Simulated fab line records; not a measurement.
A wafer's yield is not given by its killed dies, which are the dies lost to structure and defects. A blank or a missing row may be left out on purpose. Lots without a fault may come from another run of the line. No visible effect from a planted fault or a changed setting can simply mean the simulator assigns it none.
fab line records + flow n5_finfet
record
- lots=7
- wafers=21
route steps=1938 shown BEOL_M15@1779 MIM_BOT_LITHO@1859 PASSIVATION@1930
start_h: start of the lot's first displayed wafer, in hours after the record's first day + wait_h: how many hours have passed since the lot's step before this one + " same as the row above + L1.1+2: one row covering several wafers at once + - either no value or no given start + * or withheld: withheld + < > ~ a bound
route shown NAME@n: NAME is a module with steps in the file, n the number in the route of the first one + usual: mean/standard deviation taken from wafers without a fault + same: alike in all rows + chamber/n: place in a boat + sites: readings site by site + _std_site: the values' standard deviation + _edge_site: outer sites' mean less inner sites' + radius_mm: for every site, how far away it sits from the centre of the wafer + mask NAME#n: copy n + behind: tool/chamber where the wafer was last shaped + hold: why the lot went on hold/how many hours it stayed there/how the hold came to an end + device: names the non-switching transistor (n, p or np) + end of line: the route-end tests of the same wafers + a step given without rows: its recipe and nothing more + killed: at the first sort, the dies lost to defects and structure; wafer yield is something else + map: the dies of a wafer, with x for killed, . for not killed, _ for no die there
set.NAME: the setting as run; set.NAME@STEP: as run at that earlier step + model.NAME: the simulator's own value behind a step, which no gauge read
lots where settings were altered on purpose, with a table for each step and a row for each wafer
## steps
# step N5_BEOL_M15_EXPOSE_07
# recipe
- mask_id=V14
- na=0.8
- source_shape=annular
- sigma_inner=0.5
- sigma_outer=0.8
- polarization=unpolarized
- attpsm_phase_deg=180
- dose_mj=41.25
| lot.wafer  | tool           | chamber | start_h | wait_h | mask  | set.dose_mj |
|------------|----------------|---------|---------|--------|-------|-------------|
| L079.2     | krf_scanner-02 | 0       | 356.72  | -      | V14#0 | 43.05       |
| L079.4+5   | "              | 0       | "       | "      | V14#0 | 41.25       |
| L084.1+4+6 | krf_scanner-01 | 0       | 377.87  | -      | V14#0 | 41.25       |
| L082.2+4   | krf_scanner-02 | 0       | 378.86  | -      | V14#0 | 42.19       |
| L082.5     | "              | 0       | "       | "      | V14#0 | 41.25       |
| L080.1+2+6 | krf_scanner-01 | 0       | 387.25  | -      | V14#0 | 41.25       |
| L092.1+2   | krf_scanner-01 | 0       | 410.74  | -      | V14#0 | 43.41       |
| L092.5     | "              | 0       | "       | "      | V14#0 | 41.25       |
| L091.1+3+4 | krf_scanner-01 | 0       | 425.83  | -      | V14#0 | 39.38       |
| L097.2     | krf_scanner-01 | 0       | 444.84  | -      | V14#0 | 41.25       |
| L097.5+6   | "              | 0       | "       | "      | V14#0 | 44.34       |
# step N5_BEOL_M15_PEB_08
# recipe
- peb_temp_c=130
- peb_time_s=90
# step N5_BEOL_M15_DEVELOP_09
# recipe
- develop_time_s=45
- rinse_liquid=diw
- dry=air_spin
- dev_temp_c=21
# step N5_BEOL_M15_HARDBAKE_14
# recipe
- temp_c=130
- time_s=120
# step N5_BEOL_M15_CD_MEAS_10
# recipe
- target_cd_nm=360
- landing_energy_ev=500
- detector=se_inlens
- polarity=opening
# usual
- cd_nm=360.0/0.98
| lot.wafer | tool      | chamber | start_h | wait_h | set.dose_mj@BEOL_M15_EXPOSE_07 | cd_nm |
|-----------|-----------|---------|---------|--------|--------------------------------|-------|
| L079.2    | cd_sem-02 | 0       | 356.89  | -      | 43.05                          | 367.4 |
| L079.4    | "         | 0       | "       | "      | 41.25                          | 359.4 |
| L079.5    | "         | 0       | "       | "      | 41.25                          | 359.0 |
| L084.1    | cd_sem-01 | 0       | 378.04  | -      | 41.25                          | 360.2 |
| L084.4    | "         | 0       | "       | "      | 41.25                          | 361.3 |
| L084.6    | "         | 0       | "       | "      | 41.25                          | 359.3 |
| L082.2    | cd_sem-03 | 0       | 379.03  | -      | 42.19                          | 365.4 |
| L082.4    | "         | 0       | "       | "      | 42.19                          | 362.7 |
| L082.5    | "         | 0       | "       | "      | 41.25                          | 361.2 |
| L080.1    | cd_sem-01 | 0       | 387.42  | -      | 41.25                          | 359.8 |
| L080.2    | "         | 0       | "       | "      | 41.25                          | 359.4 |
| L080.6    | "         | 0       | "       | "      | 41.25                          | 360.6 |
| L092.1    | cd_sem-01 | 0       | 410.92  | -      | 43.41                          | 367.2 |
| L092.2    | "         | 0       | "       | "      | 43.41                          | 365.8 |
| L092.5    | "         | 0       | "       | "      | 41.25                          | 359.6 |
| L091.1    | cd_sem-01 | 0       | 426.00  | -      | 39.38                          | 352.1 |
| L091.3    | "         | 0       | "       | "      | 39.38                          | 354.1 |
| L091.4    | "         | 0       | "       | "      | 39.38                          | 352.8 |
| L097.2    | cd_sem-02 | 0       | 445.01  | -      | 41.25                          | 359.1 |
| L097.5    | "         | 0       | "       | "      | 44.34                          | 373.1 |
| L097.6    | "         | 0       | "       | "      | 44.34                          | 372.4 |
# step N5_BEOL_M15_ETCH_59
# recipe
- chemistry=N2/H2
- target=BARC
- target_depth_a=890
- overetch_a=267
- time_s=67.9
- ion_energy_ev=200
- pressure_mtorr=30
- source_w=840
- bias_w=150
- n2_flow_sccm=200
- h2_flow_sccm=200
| lot.wafer | tool        | chamber | start_h | wait_h | set.time_s | set.spin_rpm@BEOL_M15_COAT_04 | model.coat_of_BEOL_M15_COAT_04.thk_nm |
|-----------|-------------|---------|---------|--------|------------|-------------------------------|---------------------------------------|
| L079.2    | rie_diel-05 | 0       | 357.01  | 0.0    | 67.9       | 1704                          | 722.2                                 |
| L079.4    | "           | 2       | "       | "      | 67.9       | 1704                          | 720.4                                 |
| L079.5    | "           | 2       | "       | "      | 60.17      | 1704                          | 731.8                                 |
| L084.1    | rie_diel-06 | 1       | 378.17  | 0.0    | 56.02      | 1704                          | 729.2                                 |
| L084.4    | "           | 2       | "       | "      | 67.9       | 1704                          | 720                                   |
| L084.6    | "           | 0       | "       | "      | 56.02      | 1704                          | 730                                   |
| L082.2    | rie_diel-06 | 1       | 379.15  | 0.0    | 67.9       | 1654                          | 734.4                                 |
| L082.4    | "           | 2       | "       | "      | 67.9       | 1654                          | 733.4                                 |
| L082.5    | "           | 0       | "       | "      | 67.9       | 1704                          | 721.2                                 |
| L080.1    | rie_diel-06 | 1       | 387.72  | 0.0    | 67.9       | 1704                          | 718.4                                 |
| L080.2    | "           | 2       | "       | "      | 67.9       | 1704                          | 719.2                                 |
| L080.6    | "           | 0       | "       | "      | 67.9       | 1704                          | 722                                   |
| L092.1    | rie_diel-05 | 1       | 411.50  | 0.0    | 67.9       | 1704                          | 717                                   |
| L092.2    | "           | 2       | "       | "      | 64.03      | 1619                          | 739.2                                 |
| L092.5    | "           | 1       | "       | "      | 64.03      | 1704                          | 719.4                                 |
| L091.1    | rie_diel-06 | 3       | 426.37  | 0.0    | 54.35      | 1704                          | 727                                   |
| L091.3    | "           | 2       | "       | "      | 54.35      | 1807                          | 704.6                                 |
| L091.4    | "           | 1       | "       | "      | 67.9       | 1807                          | 693.8                                 |
| L097.2    | rie_diel-02 | 2       | 445.13  | 0.0    | 58.79      | 1517                          | 777.6                                 |
| L097.5    | "           | 2       | "       | "      | 58.79      | 1704                          | 731.4                                 |
| L097.6    | "           | 3       | "       | "      | 67.9       | 1704                          | 722.2                                 |
# step N5_BEOL_M15_VIA_ETCH_16
# recipe
- chemistry=C4F8/O2/Ar
- target=SiO2
- he_inner_torr=15
- he_outer_torr=30
- target_depth_a=17922
- time_s=withheld
- ion_energy_ev=800
- pressure_mtorr=20
- source_w=1905
- bias_w=2040
- Ar_flow_sccm=400
- C4F8_flow_sccm=16
- O2_flow_sccm=12
- ends=cleared
| lot.wafer | tool        | chamber | start_h | wait_h | set.time_s@BEOL_M15_ILD_DEP_00 | set.spin_rpm@BEOL_M15_COAT_04 | model.etch.depth_nm | model.coat_of_BEOL_M15_COAT_04.thk_nm |
|-----------|-------------|---------|---------|--------|--------------------------------|-------------------------------|---------------------|---------------------------------------|
| L079.2    | rie_diel-05 | 0       | 357.06  | 0.0    | *                              | 1704                          | 1633                | 337                                   |
| L079.4    | "           | 2       | "       | "      | *                              | 1704                          | 1653                | 328.6                                 |
| L079.5    | "           | 2       | "       | "      | *                              | 1704                          | 1652                | 340.2                                 |
| L084.1    | rie_diel-06 | 1       | 378.22  | 0.0    | *                              | 1704                          | 1600                | 355.4                                 |
| L084.4    | "           | 2       | "       | "      | *                              | 1704                          | 1541                | 359.2                                 |
| L084.6    | "           | 0       | "       | "      | *                              | 1704                          | 1616                | 351.8                                 |
| L082.2    | rie_diel-06 | 1       | 379.21  | 0.0    | *                              | 1654                          | 1627                | 354.2                                 |
| L082.4    | "           | 2       | "       | "      | *                              | 1654                          | 1667                | 343                                   |
| L082.5    | "           | 0       | "       | "      | *                              | 1704                          | 1688                | 326.2                                 |
| L080.1    | rie_diel-06 | 1       | 387.77  | 0.0    | *                              | 1704                          | 1602                | 344                                   |
| L080.2    | "           | 2       | "       | "      | *                              | 1704                          | 1627                | 338.2                                 |
| L080.6    | "           | 0       | "       | "      | *                              | 1704                          | 1642                | 337.8                                 |
| L092.1    | rie_diel-05 | 1       | 411.55  | 0.0    | *                              | 1704                          | 1705                | 318                                   |
| L092.2    | "           | 2       | "       | "      | *                              | 1619                          | 1689                | 338.8                                 |
| L092.5    | "           | 1       | "       | "      | *                              | 1704                          | 1649                | 333.4                                 |
| L091.1    | rie_diel-06 | 3       | 426.42  | 0.0    | *                              | 1704                          | 1617                | 348.4                                 |
| L091.3    | "           | 2       | "       | "      | *                              | 1807                          | 1610                | 327.6                                 |
| L091.4    | "           | 1       | "       | "      | *                              | 1807                          | 1618                | 315.6                                 |
| L097.2    | rie_diel-02 | 2       | 445.18  | 0.0    | *                              | 1517                          | 1614                | 398                                   |
| L097.5    | "           | 2       | "       | "      | *                              | 1704                          | 1786                | 311.4                                 |
| L097.6    | "           | 3       | "       | "      | *                              | 1704                          | 1659                | 333.2                                 |
# step N5_BEOL_M15_STRIP_63
# recipe
- chemistry=O2
- power_w=600
- temp_c=60
- pressure_mtorr=30
- rf_frequency_hz=6e+07
- bias_power_w=0
- overash_fraction=0.3
- o2_flow_sccm=225
# step N5_BEOL_M15_STRIP_64
# recipe
- chemistry=O2
- power_w=600
- temp_c=60
- pressure_mtorr=30
- rf_frequency_hz=6e+07
- bias_power_w=0
- overash_fraction=0.3
- o2_flow_sccm=225
# step N5_BEOL_M15_STRIP_65
# recipe
- chemistry=post_etch_residue_remover
- time_s=60
- temp_c=25
- remover_ph=withheld
- remover_water_wt_pct=withheld
- remover_fluoride_wt_pct=withheld
# step N5_BEOL_M15_SRD_66
# recipe
- time_s=30
- temp_c=23
- rinse_liquid=diw
- dry=n2_spin
- spin_rpm=1500
- dry_time_s=30
# step N5_BEOL_M15_CD_MEAS_17
# recipe
- target_cd_nm=360
- polarity=opening
# usual
- cd_nm=361.3/1.1
| lot.wafer | tool      | chamber | start_h | wait_h | set.dose_mj@BEOL_M15_EXPOSE_07 | cd_nm |
|-----------|-----------|---------|---------|--------|--------------------------------|-------|
| L079.2    | cd_sem-02 | -       | 357.47  | 0.0    | 43.05                          | 368.6 |
| L079.4    | "         | -       | "       | "      | 41.25                          | 360.5 |
| L079.5    | "         | -       | "       | "      | 41.25                          | 358.1 |
| L084.1    | cd_sem-02 | -       | 378.63  | 0.0    | 41.25                          | 359.3 |
| L084.4    | "         | -       | "       | "      | 41.25                          | 359.8 |
| L084.6    | "         | -       | "       | "      | 41.25                          | 357.7 |
| L082.2    | cd_sem-03 | -       | 379.62  | 0.0    | 42.19                          | 367.0 |
| L082.4    | "         | -       | "       | "      | 42.19                          | 364.0 |
| L082.5    | "         | -       | "       | "      | 41.25                          | 361.4 |
| L080.1    | cd_sem-03 | -       | 388.19  | 0.0    | 41.25                          | 361.5 |
| L080.2    | "         | -       | "       | "      | 41.25                          | 361.8 |
| L080.6    | "         | -       | "       | "      | 41.25                          | 361.5 |
| L092.1    | cd_sem-03 | -       | 411.96  | 0.0    | 43.41                          | 368.1 |
| L092.2    | "         | -       | "       | "      | 43.41                          | 367.1 |
| L092.5    | "         | -       | "       | "      | 41.25                          | 360.6 |
| L091.1    | cd_sem-02 | -       | 426.83  | 0.0    | 39.38                          | 351.5 |
| L091.3    | "         | -       | "       | "      | 39.38                          | 352.3 |
| L091.4    | "         | -       | "       | "      | 39.38                          | 353.5 |
| L097.2    | cd_sem-01 | -       | 445.60  | 0.0    | 41.25                          | 358.1 |
| L097.5    | "         | -       | "       | "      | 44.34                          | 373.3 |
| L097.6    | "         | -       | "       | "      | 44.34                          | 373.7 |
# step N5_MIM_BOT_LITHO_PEB_06
# recipe
- peb_temp_c=withheld
- peb_time_s=*
| lot.wafer  | tool           | chamber | start_h | wait_h | set.peb_time_s |
|------------|----------------|---------|---------|--------|----------------|
| L079.2+4+5 | litho_track-01 | 0       | 366.57  | 0.0    | *              |
| L084.1     | litho_track-03 | 0       | 391.96  | 0.1    | *              |
| L084.4+6   | "              | 0       | "       | "      | *              |
| L082.2     | litho_track-01 | 0       | 393.05  | 0.0    | *              |
| L082.4+5   | "              | 0       | "       | "      | *              |
| L080.1+2+6 | litho_track-02 | 0       | 400.72  | 0.1    | *              |
| L092.1+2   | litho_track-03 | 0       | 425.03  | 0.1    | *              |
| L092.5     | "              | 0       | "       | "      | *              |
| L091.1+3   | litho_track-02 | 0       | 433.64  | 0.1    | *              |
| L091.4     | "              | 0       | "       | "      | *              |
| L097.2+5   | litho_track-03 | 0       | 454.20  | 0.0    | *              |
| L097.6     | "              | 0       | "       | "      | *              |
# step N5_MIM_BOT_LITHO_DEVELOP_07
# recipe
- develop_time_s=60
- rinse_liquid=diw
- dry=air_spin
- dev_temp_c=21
# step N5_MIM_BOT_LITHO_HARDBAKE_09
# recipe
- temp_c=130
- time_s=120
# step N5_MIM_BOT_LITHO_CD_MEAS_08
# recipe
- target_cd_nm=3000
- landing_energy_ev=500
- detector=se_inlens
- polarity=opening
# usual
- cd_nm=3000.4/1.5
| lot.wafer | tool      | chamber | start_h | wait_h | set.peb_time_s@MIM_BOT_LITHO_PEB_06 | cd_nm  |
|-----------|-----------|---------|---------|--------|-------------------------------------|--------|
| L079.2    | cd_sem-01 | 0       | 366.69  | -      | *                                   | 2998.0 |
| L079.4    | "         | 0       | "       | "      | *                                   | 2999.2 |
| L079.5    | "         | 0       | "       | "      | *                                   | 3000.9 |
| L084.1    | cd_sem-02 | 0       | 392.08  | -      | *                                   | 2994.1 |
| L084.4    | "         | 0       | "       | "      | *                                   | 2999.9 |
| L084.6    | "         | 0       | "       | "      | *                                   | 3000.8 |
| L082.2    | cd_sem-02 | 0       | 393.17  | -      | *                                   | 2999.6 |
| L082.4    | "         | 0       | "       | "      | *                                   | 3003.1 |
| L082.5    | "         | 0       | "       | "      | *                                   | 3003.9 |
| L080.1    | cd_sem-02 | 0       | 400.84  | -      | *                                   | 2999.5 |
| L080.2    | "         | 0       | "       | "      | *                                   | 2997.6 |
| L080.6    | "         | 0       | "       | "      | *                                   | 2998.8 |
| L092.1    | cd_sem-02 | 0       | 425.15  | -      | *                                   | 3004.3 |
| L092.2    | "         | 0       | "       | "      | *                                   | 3003.0 |
| L092.5    | "         | 0       | "       | "      | *                                   | 2998.0 |
| L091.1    | cd_sem-03 | 0       | 433.76  | -      | *                                   | 3000.1 |
| L091.3    | "         | 0       | "       | "      | *                                   | 2999.1 |
| L091.4    | "         | 0       | "       | "      | *                                   | 2996.1 |
| L097.2    | cd_sem-01 | 0       | 454.32  | -      | *                                   | 2996.3 |
| L097.5    | "         | 0       | "       | "      | *                                   | 2994.4 |
| L097.6    | "         | 0       | "       | "      | *                                   | 2998.6 |
# step N5_PASSIVATION_ETCH_54
# recipe
- chemistry=CHF3/O2
- target=SiO2
- target_depth_a=8800
- CHF3_flow_sccm=50
- O2_flow_sccm=5
- Ar_flow_sccm=200
- time_s=440
- mask_material=PR
- pressure_mtorr=30
- source_w=650
- bias_w=170
- ion_energy_ev=200
# usual
- rf_vpp_V=523/7.1
| lot.wafer | tool        | chamber | start_h | wait_h | set.bias_w | rf_vpp_V | model.etch.depth_nm | model.PASSIVATION.feature_depth_nm |
|-----------|-------------|---------|---------|--------|------------|----------|---------------------|------------------------------------|
| L079.2    | rie_diel-04 | 2       | 374.52  | 0.1    | 170        | 531      | 893                 | 893                                |
| L079.4    | "           | 3       | "       | "      | 182.7      | 551      | 920.1               | 920                                |
| L079.5    | "           | 0       | "       | "      | 182.7      | 567      | 923.1               | 923.2                              |
| L084.1    | rie_diel-04 | 1       | 398.51  | 0.1    | 142        | 456      | 830.3               | 830.4                              |
| L084.4    | "           | 1       | "       | "      | 142        | 455      | 819.5               | 819.6                              |
| L084.6    | "           | 0       | "       | "      | 142        | 464      | 843                 | 843                                |
| L082.2    | rie_diel-03 | 2       | 400.57  | 0.1    | 188.9      | 576      | 933.3               | 933.4                              |
| L082.4    | "           | 0       | "       | "      | 170        | 524      | 870                 | 870                                |
| L082.5    | "           | 1       | "       | "      | 188.9      | 562      | 917.4               | 917.4                              |
| L080.1    | rie_diel-03 | 1       | 407.14  | 0.1    | 170        | 518      | 878.2               | 878.2                              |
| L080.2    | "           | 0       | "       | "      | 170        | 524      | 859                 | 859                                |
| L080.6    | "           | 0       | "       | "      | 170        | 525      | 866.2               | 866.2                              |
| L092.1    | rie_diel-01 | 1       | 431.69  | 0.1    | 143.8      | 453      | 841.3               | 841.4                              |
| L092.2    | "           | 2       | "       | "      | 143.8      | 450      | 822.5               | 822.4                              |
| L092.5    | "           | 1       | "       | "      | 143.8      | 450      | 834.7               | 834.6                              |
| L091.1    | rie_diel-04 | 0       | 440.11  | 0.1    | 170        | 535      | 911.3               | 911.2                              |
| L091.3    | "           | 2       | "       | "      | 160.4      | 508      | 881.5               | 881.4                              |
| L091.4    | "           | 1       | "       | "      | 160.4      | 502      | 875.1               | 875.2                              |
| L097.2    | rie_diel-04 | 3       | 461.92  | 0.1    | 170        | 518      | 888.3               | 888.4                              |
| L097.5    | "           | 2       | "       | "      | 189.4      | 579      | 912.4               | 912.4                              |
| L097.6    | "           | 3       | "       | "      | 189.4      | 567      | 917.3               | 917.2                              |
## key
split
- step=N5_BEOL_M15_EXPOSE_07
- setting=dose_mj
- stated=41.25
- by=wafer
response
- step=N5_BEOL_M15_CD_MEAS_10
- reading=cd_nm
- change=+1.67
- per=1%
- r=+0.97
response
- step=N5_BEOL_M15_CD_MEAS_17
- reading=cd_nm
- change=+1.88
- per=1%
- r=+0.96
split
- step=N5_BEOL_M15_ETCH_59
- setting=time_s
- stated=67.9
- by=wafer
response none clear
split
- step=N5_MIM_BOT_LITHO_PEB_06
- setting=peb_time_s
- stated=*
- by=wafer
response
- step=N5_MIM_BOT_LITHO_CD_MEAS_08
- reading=cd_nm
- change=+0.301
- per=1%
- r=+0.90
split
- step=N5_PASSIVATION_ETCH_54
- setting=bias_w
- stated=170
- by=wafer
response
- step=N5_PASSIVATION_ETCH_54
- reading=rf_vpp_V
- change=+4.39
- per=1%
- r=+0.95
response
- step=N5_PASSIVATION_ETCH_54
- reading=model.etch.depth_nm
- change=+3.86
- per=1%
- r=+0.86
response
- step=N5_PASSIVATION_ETCH_54
- reading=model.PASSIVATION.feature_depth_nm
- change=+3.86
- per=1%
- r=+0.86
split outside_this_file step=N5_BEOL_M15_ILD_DEP_00 setting=time_s
split outside_this_file step=N5_BEOL_M15_COAT_04 setting=spin_rpm
# split outside_this_file: this setting was split too, and the file shows its column; the key of that split is in another file
